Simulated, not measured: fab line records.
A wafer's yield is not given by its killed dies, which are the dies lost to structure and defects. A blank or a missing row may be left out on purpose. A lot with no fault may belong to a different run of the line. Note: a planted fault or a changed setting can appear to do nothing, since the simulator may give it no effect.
Chamber matching | flow nand_harc | NHARC_A_STAIRCASE_ALD_415 on ald_hk-04: 4 sister chambers
The step deposits SiO2, target thk 30 nm, pulse time 6 s, ald cycles 300. 16 wafers are shown with their chamber, then 8 later ones without.

== EACH WAFER AND ITS CHAMBER ==
wafer  | chamber | heater_power_w (W) | precursor_pulse_height_rel
L077.2 | 0       | 493                | 1.015
L077.4 | 3       | 431                | 0.969
L077.6 | 1       | 472                | 0.995
L082.1 | 3       | 437                | 1.003
L082.2 | 0       | 471                | 0.988
L082.3 | 2       | 546                | 0.979
L086.1 | 3       | 440                | 1.013
L086.2 | 2       | 549                | 1.010
L086.5 | 2       | 548                | 0.960
L087.1 | 1       | 476                | 1.015
L087.2 | 0       | 459                | 1.021
L087.4 | 3       | 445                | 0.988
L088.2 | 2       | 558                | 1.039
L088.4 | 3       | 435                | 1.006
L088.5 | 3       | 437                | 1.007
L088.1 | 0       | 476                | 1.008

SIGNATURES (means of the wafers above)
reading                    | chamber 0 | chamber 1 | chamber 2 | chamber 3 | scatter within a chamber
heater_power_w             | 474.75    | 474.00    | 550.25    | 437.50    | 8.17
precursor_pulse_height_rel | 1.00800   | 1.00500   | 0.99700   | 0.99767   | 0.0219
Rule: a wafer's distance from a chamber is the root of the sum, over the readings, of the square of ((its reading less the chamber's mean) divided by the reading's scatter). The wafer belongs to the nearest chamber; if the next one is less than 2 further off, it can't be placed. The scatter: take each reading less its chamber's mean, square it, sum over the shown wafers, divide by the number of wafers less the number of chambers, and take the root.

== WAFERS WITHOUT THEIR CHAMBER ==
wafer  | heater_power_w (W) | precursor_pulse_height_rel
L088.3 | 474                | 1.014
L088.6 | 475                | 1.016
L089.1 | 472                | 0.993
L089.2 | 547                | 1.013
L089.6 | 539                | 1.022
L096.1 | 428                | 1.005
L096.2 | 475                | 1.024
L096.5 | 547                | 1.013

== CHAMBER TAKEN BY EACH ==
wafer  | from the rows above     | in truth
L088.3 | can't be placed: 0 or 1 | 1
L088.6 | can't be placed: 0 or 1 | 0
L089.1 | can't be placed: 1 or 0 | 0
L089.2 | 2                       | 2
L089.6 | 2                       | 2
L096.1 | 3                       | 3
L096.2 | can't be placed: 0 or 1 | 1
L096.5 | 2                       | 2
Placed correctly: 4 of 8. These rows do not allow placing 4 (true chamber among the candidates in 4). 0 placed wrongly.
